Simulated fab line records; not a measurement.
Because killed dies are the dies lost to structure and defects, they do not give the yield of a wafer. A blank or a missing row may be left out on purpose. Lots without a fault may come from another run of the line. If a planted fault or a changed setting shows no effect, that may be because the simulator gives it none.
A struck lot beside a sound one / flow n5-finfet / 34 out of 1938 route steps
Sound: wafers L387.2, L387.5, L387.6. The struck wafers were L397.2, L397.3, L397.4. The cause comes at the end.
Order at every step that has rows: each side's tool, ch and its chambers, its first start. Under that, the readings that differ: sound wafers / struck wafers / difference of the means / sigmas: that difference in standard deviations of wafers without a fault.
alike: readings whose means differ by less than 2 such deviations, and words and numbers that are the same on both sides. not compared: withheld readings, readings that some wafer has no value for, bounds like >300 that may hide the same value, and numbers for which the record gives no deviation and whose values overlap.
Wherever a step has rows on one side only, a row that says differs or no value, or a row with sigmas, the two part there. Non-overlapping numbers with no deviation appear without sigmas and do not part them. A reading missing from all wafers of one side parts the sides only when that side holds two or more wafers.

first, 7 steps without rows for these wafers: N5_BEOL_M4_CMP_52 (polishes, stops on SiOC, t overpolish 6.8 s, target thk 40 nm); N5_BEOL_M4_PRE_CLEAN_60 (time 15 s); N5_BEOL_M4_CO_CAP_55 (material Co, precursor CCTBA/H2, target thk 2 nm, time 102.1 s); N5_BEOL_M4_PRE_CLEAN_56 (time 15 s); N5_BEOL_M4_DEP_57 (deposits SiCN from 3MS/NH3, target thk 8 nm, time 14 s); N5_BEOL_M5_ILD_DEP_00 (deposits SiCOH lowk from DEMS/porogen, target thk 140.64 nm, time 25.9 s); N5_BEOL_M5_CURE_79 (cures SiCOH lowk, time 240 s).
N5_BEOL_M5_PECVD_70: deposits SiO2 from TEOS/O2, target thk 16 nm, time 18 s.
  sound on pecvd-04 ch 0,1,2, day 10 16:34; struck on pecvd-02 ch 1,2, day 13 00:52
reading=susceptor-temp-C (C); sound=399.74 400.02 400.19; struck=407.29 407.20 407.18; difference=+7.24; sigmas=+34
reading=model.SiO2_of_BEOL_M5_PECVD_70.thk-nm (nm); sound=15.8 15.8 16.2; struck=15 15.2 15.6; difference=-1; sigmas=
  alike: heater-power-outer-w, heater-power-w, showerhead-plenum-p-Torr, throttle-valve-pct
then, 25 steps without rows for these wafers: N5_BEOL_M5_HM_DEP_02 (deposits TiN, target thk 20 nm); N5_BEOL_M5_COAT_59 (time 60 s, resist thk 60 nm); N5_BEOL_M5_COAT_60 (time 60 s, resist thk 12 nm); N5_BEOL_M5_COAT_71 (time 60 s, resist thk 5 nm); N5_BEOL_M5_COAT_05 (resist thk 30 nm); N5_BEOL_M5_EBR_07; N5_BEOL_M5_SOFTBAKE_06 (time 60 s); N5_BEOL_M5_EXPOSE_08 (exposes mask M5, target cd 28 nm); N5_BEOL_M5_PEB_09 (peb time 60 s); N5_BEOL_M5_DEVELOP_10 (develop time 30 s); N5_BEOL_M5_DESCUM_16 (chemistry O2, time 7 s); N5_BEOL_M5_ETCH_72 (etches underlayer in N2/H2, target depth 6.5 nm, time 5.2 s); N5_BEOL_M5_ETCH_61 (etches SiARC in CF4, target depth 15.6 nm, time 26 s); N5_BEOL_M5_ETCH_62 (etches SOC in N2/H2, target depth 75 nm, overetch 15 nm, time 112.5 s); N5_BEOL_M5_STRIP_63 (strips in N2/H2); N5_BEOL_M5_STRIP_73 (strips in N2/H2); N5_BEOL_M5_STRIP_64 (strips in CF4); N5_BEOL_M5_HM_OPEN_17 (chemistry Cl2/BCl3, target TiN, target depth 20 nm, overetch 6 nm); N5_BEOL_M5_STRIP_19 (strips in O2); N5_BEOL_M5_COAT_65 (time 60 s, resist thk 60 nm); N5_BEOL_M5_COAT_66 (time 60 s, resist thk 12 nm); N5_BEOL_M5_COAT_74 (time 60 s, resist thk 5 nm); N5_BEOL_M5_COAT_22 (resist thk 30 nm); N5_BEOL_M5_EBR_24; N5_BEOL_M5_SOFTBAKE_23 (time 60 s).
N5_BEOL_M5_HM_STRIP_39: strips TiN in peroxide tin strip, target depth 25 nm, time 158 s.
  sound on wet-bench-06 ch 1,2,6, day 10 20:17; struck on wet-bench-04 ch 0,5,7, day 13 04:06
reading=model.SiO2_of_BEOL_M5_PECVD_70.thk-nm (nm); sound=15.6 15.6 16; struck=14.8 15.2 15.4; difference=-0.6; sigmas=

## WHERE THEY PART
Only at N5_BEOL_M5_PECVD_70, as far as this record shows.

WHY: what had been put in by the simulator
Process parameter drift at N5_BEOL_M5_PECVD_70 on pecvd-02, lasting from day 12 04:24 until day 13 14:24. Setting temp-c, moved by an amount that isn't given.
